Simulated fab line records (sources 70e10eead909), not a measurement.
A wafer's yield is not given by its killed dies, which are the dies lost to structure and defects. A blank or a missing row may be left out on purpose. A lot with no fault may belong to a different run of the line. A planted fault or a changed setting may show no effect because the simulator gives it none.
Chamber matching || flow nand harc || 4 sister chambers for NHARC_P_STI_ETCH_31 on rie diel-08
The step etches the open film in CF4/CHF3, target depth 108.9 nm, time 54.5 s. 4 wafers are shown with their chamber, then 8 later ones without.

== EACH WAFER AND ITS CHAMBER ==
{"wafer": "L266.4", "chamber": 2, "drypump motor current A (A)": 6.0}
{"wafer": "L267.1", "chamber": 3, "drypump motor current A (A)": 5.6}
{"wafer": "L267.6", "chamber": 1, "drypump motor current A (A)": 5.7}
{"wafer": "L268.4", "chamber": 0, "drypump motor current A (A)": 5.0}

== WAFERS WHOSE CHAMBER IS MISSING ==
{"wafer": "L268.5", "drypump motor current A (A)": 5.0}
{"wafer": "L268.6", "drypump motor current A (A)": 5.6}
{"wafer": "L270.1", "drypump motor current A (A)": 6.0}
{"wafer": "L270.4", "drypump motor current A (A)": 5.6}
{"wafer": "L270.5", "drypump motor current A (A)": 6.0}
{"wafer": "L271.1", "drypump motor current A (A)": 5.7}
{"wafer": "L271.2", "drypump motor current A (A)": 5.1}
{"wafer": "L271.4", "drypump motor current A (A)": 5.6}

== CHAMBER TAKEN BY EACH ==
{"wafer": "L268.5", "from the rows above": 0, "in truth": 0}
{"wafer": "L268.6", "from the rows above": 3, "in truth": 3}
{"wafer": "L270.1", "from the rows above": 2, "in truth": 2}
{"wafer": "L270.4", "from the rows above": 3, "in truth": 3}
{"wafer": "L270.5", "from the rows above": 2, "in truth": 2}
{"wafer": "L271.1", "from the rows above": 1, "in truth": 1}
{"wafer": "L271.2", "from the rows above": 0, "in truth": 0}
{"wafer": "L271.4", "from the rows above": 3, "in truth": 3}
Correct placement for 8 of the 8. From these rows, 0 cannot be placed. 0 placed wrongly.
How it was worked out, from the rows above alone: a wafer's distance from a chamber is the root of the sum, over the readings, of the square of ((its reading less the chamber's mean) divided by the reading's scatter). The wafer belongs to the nearest chamber; if the next one is less than 2 further off, it can't be placed. A chamber's mean is the mean of its shown wafers. The scatter: with one shown wafer a chamber, the root of the mean of the squares of how far each hidden wafer lies from its nearest shown one.
